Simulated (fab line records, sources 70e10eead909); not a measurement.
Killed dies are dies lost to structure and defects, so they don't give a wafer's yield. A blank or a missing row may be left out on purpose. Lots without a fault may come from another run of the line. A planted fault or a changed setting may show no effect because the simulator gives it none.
A struck lot beside a sound one | flow nand_harc | 17 steps out of a route of 1302
Sound: wafers L595.2, L595.5, L595.6. Struck: wafer L603.3. (L603.5, L603.6 of the same lot were not struck and are left out.) The cause comes at the end.
At each step with rows: each side's tool, then ch and its chambers, then its first start. Under that, the readings that differ: sound wafers | struck wafers | difference of the means | sigmas: that difference in standard deviations of wafers without a fault.
alike: readings whose means differ by less than 2 such deviations, and words and numbers that are the same on both sides. not compared: withheld readings, readings that some wafer has no value for, bounds like >300 that may hide the same value, and numbers for which the record gives no deviation and whose values overlap.
The two part at a step that has a row with sigmas, a row that says differs or no value, or rows on one side only. Numbers that don't overlap but have no deviation are shown without sigmas and don't part them. A reading that every wafer of one side lacks parts them only if that side has two wafers or more.

first, 3 steps without rows for these wafers: NHARC_A_M0_DESCUM_14 (chemistry O2, time 3 s); NHARC_A_M0_ETCH_34 (etches the open film in N2/H2, target depth 40 nm, overetch 12 nm, time 43.94 s); NHARC_A_M0_ETCH_15 (etches the open film in C4F8/Ar, target depth 150 nm, overetch 15 nm, time 82.5 s).
NHARC_A_M0_CD_MEAS_16:
  sound on cd_sem-03, day 23 05:38; struck on cd_sem-03, day 28 14:20
  alike: cd_nm
NHARC_A_M0_STRIP_18: strips in N2/H2.
  sound on rie_diel-05 ch 0,1,2, day 23 05:46; struck on rie_diel-09 ch 1, day 28 14:25
  alike: drypump_motor_current_A, n2_flow_sccm, oes_product_au, rf_vpp_V, showerhead_plenum_p_Torr, throttle_valve_pct
  not compared: rf_hours_counter_h
then, 1 step without rows for these wafers: NHARC_A_M0_STRIP_19 (strips in post etch residue remover, time 600 s).
NHARC_A_M0_DEGAS_28: time 60 s.
  sound on pvd_sputter-01, day 23 06:16; struck on pvd_sputter-02, day 28 14:58
  alike: heater_power_w
NHARC_A_M0_PRE_CLEAN_29: time 30 s.
  sound on pvd_sputter-01; struck on pvd_sputter-02
  alike: heater_power_w
NHARC_A_M0_PVD_20: deposits TaN, target thk 5 nm, time 8.06 s.
  sound on pvd_sputter-01; struck on pvd_sputter-02
  alike: throttle_valve_pct
NHARC_A_M0_PVD_21: deposits Cu, target thk 30 nm, time 20.49 s.
  sound on pvd_sputter-01; struck on pvd_sputter-02
  alike: throttle_valve_pct
then, 2 steps without rows for these wafers: NHARC_A_M0_ECD_22 (material Cu, target thk 400 nm); NHARC_A_M0_ANNEAL_30 (time 90 s).
NHARC_A_M0_CMP_23: polishes, t overpolish 20 s, target thk 113.75 nm.
  sound on cmp-02 ch 0,1,3, day 23 07:24; struck on cmp-02 ch 1, day 28 16:07
  reading                | sound          | struck | difference | sigmas
  time_to_endpoint_s (s) | 29.3 33.9 28.5 | 37.6   | +7.0       | +3
  alike: motor_current_A
then, 1 step without rows for these wafers: NHARC_A_M0_SRD_25.
NHARC_A_M0_INSPECT_27:
  sound on defect_inspect-01, day 23 07:47; struck on defect_inspect-02, day 28 16:31
  reading          | sound       | struck | difference | sigmas
  raw_defect_count | 499 534 609 | 3239   | +2692      | +18
then, 1 step without rows for these wafers: NHARC_A_M0_PRE_CLEAN_31 (time 12 s).
-- the record jumps here: 2 days lie between the struck wafers' starts before and after (it left off in module A_M0 and takes up again in module END, whose first step shown is number 1302 of the route) --
NHARC_END_SORT_01:
  sound on prober-02 ch 0, day 24 22:38; struck on prober-02 ch 0, day 30 18:08
  reading                  | sound          | struck | difference | sigmas
  defect_limited_yield (%) | 87.6 88.5 88.5 | 0      | -88        | -33
  killed_at_array          | 79 73 72       | 677    | +602       | +33
  killed_dies              | 84 78 78       | 677    | +597       | +33
  alike: killed_at_other, killed_at_periphery, killed_open, killed_short

WHERE THEY PART
First at NHARC_A_M0_CMP_23; last, within this record, at NHARC_END_SORT_01.

WHY: what the simulator had put in
Process parameter drift: cmp-02, from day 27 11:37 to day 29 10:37, at NHARC_A_M0_CMP_23. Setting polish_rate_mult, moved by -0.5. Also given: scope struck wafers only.
